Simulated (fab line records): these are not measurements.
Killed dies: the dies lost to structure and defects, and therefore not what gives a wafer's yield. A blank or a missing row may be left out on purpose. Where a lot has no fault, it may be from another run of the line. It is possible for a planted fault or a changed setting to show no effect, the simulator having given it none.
A struck lot beside a sound one + flow n5Finfet + 36 out of 1938 route steps
Sound: wafers L308.1, L308.4, L308.5. Struck: wafers L327.3, L327.5. (L327.1 of the same lot was not struck and is left out.) The cause comes at the end.
For every step that has rows: the tool of each side, followed by ch and its chambers, followed by its first start. Under that, the readings that differ: sound wafers + struck wafers + difference of the means + sigmas: that difference in standard deviations of wafers without a fault.
alike: a reading whose means differ by less than 2 such deviations, as well as words and numbers matching on both sides. not compared: withheld readings; readings where some wafer has no value; bounds like >300 that might hide an equal value; numbers whose values overlap and for which the record gives no deviation.
Wherever a step has rows on one side only, a row that says differs or no value, or a row with sigmas, the two part there. Numbers that don't overlap but have no deviation are shown without sigmas and don't part them. A reading that every wafer of one side lacks parts them only if that side has two wafers or more.

first, 8 steps without rows for these wafers: N5_BEOL_M7_ECD_50 (material Cu, target thk 300 nm); N5_BEOL_M7_ANNEAL_51 (time 90 s); N5_BEOL_M7_CMP_52 (polishes, stops on SiCOH lowk, t overpolish 6.9 s, target thk 80 nm); N5_BEOL_M7_PRE_CLEAN_55 (time 15 s); N5_BEOL_M7_DEP_56 (deposits SiCN from 3MS/NH3, target thk 10 nm, time 17.5 s); N5_BEOL_M8_ILD_DEP_00 (deposits SiCOH lowk from DEMS/porogen, target thk 179.75 nm, time 33.4 s); N5_BEOL_M8_CURE_74 (cures SiCOH lowk, time 240 s); N5_BEOL_M8_PECVD_70 (deposits SiO2 from TEOS/O2, target thk 20 nm, time 22.7 s).
N5_BEOL_M8_HM_DEP_02: deposits TiN, target thk 20 nm.
  sound on pvdSputter-01, day 9 08:23; struck on pvdSputter-03, day 13 21:07
  alike: throttleValvePct
then, 8 steps without rows for these wafers: N5_BEOL_M8_COAT_59 (time 60 s, resist thk 100 nm); N5_BEOL_M8_COAT_60 (time 60 s, resist thk 35 nm); N5_BEOL_M8_COAT_05 (resist thk 90 nm); N5_BEOL_M8_EBR_07; N5_BEOL_M8_SOFTBAKE_06 (time 60 s); N5_BEOL_M8_EXPOSE_08 (exposes mask M8); N5_BEOL_M8_PEB_09 (peb time 60 s); N5_BEOL_M8_DEVELOP_10 (develop time 30 s).
N5_BEOL_M8_INSPECT_13: inspects for defects (brightfield).
  sound on defectInspect-01, day 9 08:49; struck on defectInspect-02, day 13 21:34
| reading        | sound       | struck  | difference | sigmas |
|----------------|-------------|---------|------------|--------|
| rawDefectCount | 335 336 302 | 789 854 | +497       | +4     |
then, 16 steps without rows for these wafers: N5_BEOL_M8_DESCUM_16 (chemistry O2, time 7.9 s); N5_BEOL_M8_ETCH_61 (etches SiARC in CF4, target depth 45.5 nm, time 75.8 s); N5_BEOL_M8_ETCH_62 (etches SOC in N2/H2, target depth 110 nm, overetch 22 nm, time 165 s); N5_BEOL_M8_STRIP_68 (strips in N2/H2); N5_BEOL_M8_STRIP_67 (strips in CF4); N5_BEOL_M8_HM_OPEN_17 (chemistry Cl2/BCl3, target TiN, target depth 20 nm, overetch 6 nm); N5_BEOL_M8_STRIP_19 (strips in O2); N5_BEOL_M8_COAT_63 (time 60 s, resist thk 60 nm); N5_BEOL_M8_COAT_64 (time 60 s, resist thk 12 nm); N5_BEOL_M8_COAT_71 (time 60 s, resist thk 5 nm); N5_BEOL_M8_COAT_22 (resist thk 30 nm); N5_BEOL_M8_EBR_24; N5_BEOL_M8_SOFTBAKE_23 (time 60 s); N5_BEOL_M8_EXPOSE_25 (exposes mask V7, target cd 40 nm); N5_BEOL_M8_PEB_26 (peb time 60 s); N5_BEOL_M8_DEVELOP_27 (develop time 30 s).
N5_BEOL_M8_INSPECT_30: inspects for defects (brightfield).
  sound on defectInspect-01, day 9 11:24; struck on defectInspect-02, day 14 00:36
| reading        | sound       | struck  | difference | sigmas |
|----------------|-------------|---------|------------|--------|
| rawDefectCount | 336 331 331 | 768 859 | +481       | +4     |
-- a jump in the record: the struck wafers' starts before and after are 3 days apart (it breaks off in module BEOL_M8 and resumes in module PASSIVATION, where the first step shown is number 1936 of the route) --
N5_PASSIVATION_PROBE_49:
  rows exist in the record for the struck wafers here (prober-01, day 17 01:50), but not for the sound ones

## WHERE THEY PART
Last at N5_PASSIVATION_PROBE_49 as far as this record goes, first at N5_BEOL_M8_INSPECT_13.

WHY: what had been put in by the simulator
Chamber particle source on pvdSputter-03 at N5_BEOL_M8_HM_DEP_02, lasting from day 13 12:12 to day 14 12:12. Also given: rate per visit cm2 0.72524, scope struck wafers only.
